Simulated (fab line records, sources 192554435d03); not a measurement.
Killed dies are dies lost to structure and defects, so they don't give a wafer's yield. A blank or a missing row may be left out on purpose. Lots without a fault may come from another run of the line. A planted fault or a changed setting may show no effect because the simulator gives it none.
fab line records | flow n5_finfet
record lots=3 wafers=8 last_day=17
route steps=1938 shown MOL_CONTACT_COAG@620 BEOL_M0_SAQP@632 BEOL_M0@726 BEOL_M4@1111 PASSIVATION@1936
lots that met no fault: from a run of the same line without faults
start_h: hours from the record's first day to the start of the lot's first wafer shown | wait_h: hours since the lot's step before | " the same as in the row above | L1.1+2: a row that stands for several wafers | - no value, or no start given | * or withheld: withheld | < > ~ a bound
route shown NAME@n: a module of which the file shows steps, and the number in the route of the first | usual: mean/standard deviation of fault-free wafers | same: alike in all rows | chamber/n: place in a boat | sites: the reading at each site | _std_site: their standard deviation | _edge_site: outer sites' mean less inner sites' | radius_mm: how far each site lies from the wafer's centre | mask NAME#n: copy n | behind: the tool/chamber that last shaped the wafer | hold: why the lot was held/for how many hours/how that ended | device: the transistor (n, p or np) that didn't switch | end of line: the same wafers' tests at the end of the route | a step without rows: its recipe alone | killed: dies lost to structure and defects at the first sort, not the wafer's yield | map: a wafer's dies, x killed, . not, _ none there
set.NAME: the setting as run; set.NAME@STEP: as run at that earlier step | model.NAME: the simulator's own value behind a step, which no gauge read
lots at some steps of the route; a table a step, a row a wafer
services: from which hour (start_h, from the record's first day; less than 0 if before it) a tool's chamber was out of use, for how many hours, and why
## steps
# step N5_MOL_CONTACT_COAG_PRECLEAN_138
# recipe chemistry=alkaline_clean temp_c=60 time_s=60 do_ppb=50
# step N5_MOL_CONTACT_COAG_SRD_139
# recipe dry=ipa_marangoni time_s=30 temp_c=23 rinse_liquid=diw
# step N5_MOL_CONTACT_COAG_PRE_CLEAN_121
# recipe gas=H2/He time_s=* temp_c=withheld
# step N5_MOL_CONTACT_COAG_CVD_140
# recipe material=W target_thk_a=665 mode=selective_fill temp_c=300 time_s=215
# step N5_MOL_CONTACT_COAG_PRECLEAN_127
# recipe chemistry=DIW time_s=57.5 temp_c=23
# step N5_MOL_CONTACT_COAG_SRD_128
# recipe dry_time_s=32 dry=n2_spin spin_rpm=1500
# step N5_MOL_CONTACT_COAG_CMP_52
# recipe stop_on=SiO2 t_overpolish_s=1.5 post_cmp_clean=w_dilute_nh4oh down_force_psi=4 platen_rpm=50.289 pad_velocity_m_s=1.0006 target_thk_nm=66.5
# step N5_MOL_CONTACT_COAG_ANNEAL_112
# recipe temp_c=400 time_s=1800 ambient=HPD2 pressure_atm=10
# step N5_BEOL_M0_SAQP_PECVD_00
# recipe material=SiCN target_thk_a=80 temp_c=withheld precursor=3MS/NH3 pressure_torr=3 rf_w=202 time_s=14
# usual showerhead_plenum_p_Torr=3.654/0.013 showerhead_vpp_V=889/57 throttle_valve_pct=8.9/0.46
# columns lot.wafer tool chamber start_h wait_h showerhead_plenum_p_Torr showerhead_vpp_V throttle_valve_pct model.SiCN_of_BEOL_M0_SAQP_PECVD_00.thk_nm
L856.5 pecvd-01 0 144.99 0.1 3.640 966 9.1 5.8
L856.6 " 2 " " 3.662 819 8.7 6
L870.2 pecvd-01 0 229.57 0.2 3.637 960 9.3 8
L870.4 " 1 " " 3.654 854 9.0 8
L870.6 " 0 " " 3.631 981 8.9 8
L872.1 pecvd-01 0 240.48 0.2 3.629 969 9.2 7.8
L872.2 " 1 " " 3.657 864 8.9 8
L872.4 " 2 " " 3.661 815 8.5 8.2
# step N5_BEOL_M0_SAQP_ILD_DEP_01
# recipe material=SiOC target_thk_a=454.19 temp_c=350 precursor=DEMS/O2 pressure_torr=5 rf_w=500 time_s=8.7
# step N5_BEOL_M0_SAQP_HM_DEP_02
# recipe material=TiN target_thk_a=120 temp_c=25 chamber_pressure_pa=0.49996
# step N5_BEOL_M0_SAQP_PECVD_03
# recipe material=SiCN target_thk_a=120 temp_c=withheld precursor=3MS/NH3 pressure_torr=3 rf_w=202 time_s=21.1
# step N5_BEOL_M0_SAQP_PECVD_96
# recipe material=a-Si target_thk_a=450 temp_c=350 precursor=SiH4/He pressure_torr=3 rf_w=100 time_s=45.2
# step N5_BEOL_M0_SAQP_PECVD_97
# recipe material=SiNx target_thk_a=230 temp_c=350 precursor=SiH4/NH3/N2 pressure_torr=1.5 rf_w=300 time_s=19.9
# step N5_BEOL_M0_SAQP_PECVD_04
# recipe material=a-Si target_thk_a=600 temp_c=350 precursor=SiH4/He pressure_torr=3 rf_w=100 time_s=60.2
# step N5_BEOL_M0_SAQP_HM_DEP_111
# recipe material=SiO2 target_thk_a=120 temp_c=400 precursor=SiH4/N2O pressure_torr=0.75 rf_w=275 time_s=7.2
# step N5_BEOL_M0_SAQP_COAT_81
# recipe resist=SOC temp_c=250 time_s=60 spin_rpm=1500 resist_thk_nm=100
# step N5_BEOL_M0_SAQP_COAT_82
# recipe resist=SiARC temp_c=220 time_s=60 spin_rpm=1500 resist_thk_nm=30
# step N5_BEOL_M0_SAQP_COAT_08
# recipe resist=CAR-ArF spin_rpm=1500 resist_thk_nm=90
# step N5_BEOL_M0_SAQP_EBR_10
# recipe solvent=PGMEA ebr_width_mm=1.5
# step N5_BEOL_M0_SAQP_SOFTBAKE_09
# recipe temp_c=110 time_s=60 resist=CAR-ArF
# step N5_BEOL_M0_SAQP_EXPOSE_11
# recipe mask_id=M0_CORE na=1.35 source_shape=dipole sigma_inner=0.538 sigma_outer=0.738 polarization=te target_cd_nm=42 dose_mj=55
# step N5_BEOL_M0_SAQP_PEB_12
# recipe peb_temp_c=withheld peb_time_s=60 resist=CAR-ArF
# step N5_BEOL_M0_SAQP_DEVELOP_13
# recipe develop_time_s=30 developer=TMAH resist=CAR-ArF dev_temp_c=23 rinse_liquid=diw dry=air_spin
# step N5_BEOL_M0_SAQP_DESCUM_19
# recipe chemistry=O2 time_s=7.9 source_power_w=50 bias_power_w=20 pressure_mtorr=20 rf_frequency_hz=2.712e+07 temp_c=40 resist=CAR-ArF o2_flow_sccm=225
# step N5_BEOL_M0_SAQP_ETCH_83
# recipe chemistry=CF4 target=SiARC target_depth_a=390 mask_material=CAR-ArF time_s=65 ion_energy_ev=80 pressure_mtorr=40 source_w=545 bias_w=36 Ar_flow_sccm=100 cf4_flow_sccm=100 ends=cleared
# step N5_BEOL_M0_SAQP_ETCH_84
# recipe chemistry=N2/H2 target=SOC target_depth_a=1000 overetch_a=200 mask_material=SiARC temp_c=40 time_s=150 ion_energy_ev=200 pressure_mtorr=30 source_w=840 bias_w=150 n2_flow_sccm=200 h2_flow_sccm=200
# step N5_BEOL_M0_SAQP_STRIP_80
# recipe chemistry=N2/H2 temp_c=40 n2_flow_sccm=200 h2_flow_sccm=200 rf_frequency_hz=6e+07
# step N5_BEOL_M0_SAQP_HM_OPEN_112
# recipe chemistry=CHF3/O2 target=SiO2 stop_on=a-Si target_depth_a=120 over_etch_frac=1.25 mask_material=SOC time_s=13.5 pressure_mtorr=30 source_w=650 bias_w=170 Ar_flow_sccm=200 CHF3_flow_sccm=50 O2_flow_sccm=5 ion_energy_ev=200 ends=end_point
# step N5_BEOL_M0_SAQP_STRIP_113
# recipe chemistry=CHF3/O2 resist=SiARC rf_frequency_hz=6e+07
# step N5_BEOL_M0_SAQP_MANDREL_ETCH_20
# recipe target_depth_a=600 chemistry=HBr/Cl2 target=a-Si stop_on=SiNx bt_time_s=10 mask_material=SOC over_etch_frac=0.5 time_s=30 pressure_mtorr=10 icp_w=800 bias_w=75 HBr_flow_sccm=150 Cl2_flow_sccm=80 ends=end_point
# step N5_BEOL_M0_SAQP_STRIP_86
# recipe chemistry=N2/H2 power_w=500 temp_c=40 pressure_mtorr=50 rf_frequency_hz=6e+07 overash_fraction=0.3 bias_power_w=28 h2_frac=0.5 n2_flow_sccm=300 h2_flow_sccm=300
# step N5_BEOL_M0_SAQP_STRIP_115
# recipe chemistry=post_etch_residue_remover time_s=60 temp_c=25 remover_ph=withheld remover_water_wt_pct=withheld remover_fluoride_wt_pct=withheld
# step N5_BEOL_M0_SAQP_SRD_93
# recipe dry=ipa_marangoni time_s=30 temp_c=23 rinse_liquid=diw
# step N5_BEOL_M0_ETCH_109
# recipe chemistry=CH3F/O2 target_depth_a=80 overetch_a=24 target=SiCN time_s=27.4 ion_energy_ev=120 pressure_mtorr=30 source_w=395 bias_w=75 Ar_flow_sccm=150 CH3F_flow_sccm=30 O2_flow_sccm=20
# usual drypump_motor_current_A=5.8/0.38 oes_product_au=0.69/0.077 rf_vpp_V=297.5/1.6 showerhead_plenum_p_Torr=2.01/0.074 throttle_valve_pct=16.24/0.16
# columns lot.wafer tool chamber start_h wait_h drypump_motor_current_A oes_product_au rf_hours_counter_h rf_vpp_V showerhead_plenum_p_Torr throttle_valve_pct model.etch.depth_nm
L856.5 rie_diel-03 1 158.23 0.1 6.2 0.67 - 300.0 2.06 16.25 5.825
L856.6 " 3 " " 6.1 0.62 - 296.8 2.03 16.21 5.948
L870.2 rie_diel-02 0 242.82 0.0 5.9 0.72 79 297.2 2.02 16.18 7.924
L870.4 " 3 " " 6.3 0.60 226 298.7 2.06 16.20 8.029
L870.6 " 2 " " 5.9 0.62 - 295.5 1.91 16.43 7.989
L872.1 rie_diel-02 2 251.36 0.2 5.9 0.61 195 295.8 1.91 16.44 7.8
L872.2 " 1 " " 5.6 0.82 3 300.0 2.13 15.98 8.077
L872.4 " 0 " " 5.9 0.74 82 297.9 2.02 16.18 8.266
# step N5_BEOL_M4_RC_MEAS_101
# usual DIBL_N=36.0/1.7 DIBL_P=35.8/2 IOFF_N=0.15/0.03 IOFF_P=0.20/0.037 ION_N=670/12 ION_P=460/7.2 SS_N=71.5/0.68 SS_P=73.2/0.65 VT_N=250/3.1 VT_P=-251/3.4
# columns lot.wafer tool chamber start_h wait_h DIBL_N[mV/V] DIBL_P[mV/V] IOFF_N[nA/um] IOFF_P[nA/um] ION_N[uA/um] ION_P[uA/um] SS_N[mV/dec] SS_P[mV/dec] VT_N[mV] VT_P[mV]
L856.5 prober-01 0 201.21 0.6 38.4 38.5 0.18 0.24 663 452 72.5 73.3 247 -246
L856.6 " 0 " " 39.2 40.2 0.20 0.27 669 455 73.0 74.0 246 -251
L870.2 prober-02 0 299.25 0.2 34.0 33.3 0.12 0.18 663 460 71.1 73.0 257 -253
L870.4 " 0 " " 37.0 36.0 0.17 0.21 681 465 71.7 72.9 249 -254
L870.6 " 0 " " 35.8 35.1 0.14 0.19 661 457 71.2 72.5 254 -254
L872.1 prober-02 0 305.10 0.0 36.5 36.3 0.16 0.22 680 466 71.0 73.4 249 -250
L872.2 " 0 " " 39.0 38.8 0.23 0.27 699 471 71.5 74.2 242 -246
L872.4 " 0 " " 38.6 38.2 0.20 0.26 688 468 71.6 74.0 245 -246
# step N5_PASSIVATION_PROBE_49
# usual defect_limited_yield=91.4/1.5 killed_at_M0_to_M3=32/9.8 killed_at_M4_up=15/5.6 killed_at_contacts=12/5.4 killed_at_front_end=40/13 killed_at_other=3.0/2.1 killed_dies=102/17 killed_open=67/13 killed_short=32/7.1 sort_bin_5_function=5.1/0.96 sort_bin_6_memory=3.2/0.7 sort_n_pass=1078/18 sort_yield_pct=91.3/1.5
# same gross_dies=1180 killed_at_back_side=0 sort_bin_4_leakage[%]=0 sort_bin_8_speed[%]=0
# columns lot.wafer tool chamber start_h wait_h defect_limited_yield[%] killed_at_M0_to_M3 killed_at_M4_up killed_at_contacts killed_at_front_end killed_at_other killed_dies killed_open killed_short sort_bin_5_function[%] sort_bin_6_memory[%] sort_n_pass sort_yield_pct[%]
L856.6 prober-02 - 310.58 0.3 89.6 45 11 13 50 4 123 88 35 5.8 4.3 1057 89.6
L870.6 prober-01 - 404.26 0.3 90.7 43 14 12 37 4 110 68 39 5.5 3.3 1070 90.7
# killed by level:class
L856.6 STI_FIN_REVEAL:geometric_particle:open=21 BEOL_M3:geometric_particle:open=14 MOL_CONTACT_COAG:geometric_particle:open=11 STI_FIN_REVEAL:geometric_particle:short=8 BEOL_M2:geometric_particle:open=7 BEOL_M0_SAQP:geometric_particle:open=6 BEOL_M4:geometric_particle:open=6 FIN_SAQP:geometric_particle:open=4
L870.6 BEOL_M0_SAQP:geometric_particle:short=12 FIN_SAQP:geometric_particle:short=11 BEOL_M0_SAQP:geometric_particle:open=9 FIN_SAQP:geometric_particle:open=8 MOL_CONTACT_COAG:geometric_particle:open=8 BEOL_M3:geometric_particle:open=8 BEOL_M2:geometric_particle:open=7 BEOL_M4:geometric_particle:open=6
## services
# columns tool chamber start_h hours kind
rie_diel-03 0 138.96 - clean
rie_diel-03 0 138.96 - consumable_replace:focus_ring
rie_diel-03 0 138.96 29.5 scheduled_down
rie_diel-03 0 138.96 29.5 vent_cycle
pecvd-01 2 156.72 2.1 scheduled_down
rie_diel-03 2 168.82 - clean
rie_diel-03 2 168.82 - consumable_replace:focus_ring
rie_diel-03 2 168.82 20.2 scheduled_down
rie_diel-03 2 168.82 20.2 vent_cycle
pecvd-01 1 194.67 2.1 scheduled_down
rie_diel-03 - 212.07 0.1 repair
rie_diel-02 1 219.16 - clean
rie_diel-02 1 219.16 - consumable_replace:focus_ring
rie_diel-02 1 219.16 - consumable_replace:showerhead
rie_diel-02 1 219.16 21.4 scheduled_down
rie_diel-02 1 219.16 21.4 vent_cycle
rie_diel-03 - 223.88 15.6 pm
## key
first_sign none at tools or gauges
model_effect step=N5_BEOL_M0_SAQP_PECVD_00 value=SiCN_of_BEOL_M0_SAQP_PECVD_00.thk_nm without=8.1 struck=5.9
model_effect step=N5_BEOL_M0_ETCH_109 value=etch.depth_nm without=8.093 struck=5.886
met_at N5_BEOL_M0_SAQP_PECVD_00
struck_wafers L856.5,L856.6
fault kind=process_parameter_drift tool=pecvd-01 chamber=- onset_h=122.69 steps=N5_BEOL_M0_SAQP_PECVD_00 channel=time_s offset=* shape=step end_h=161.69 scope=struck_wafers_only acts_in=* stated=*
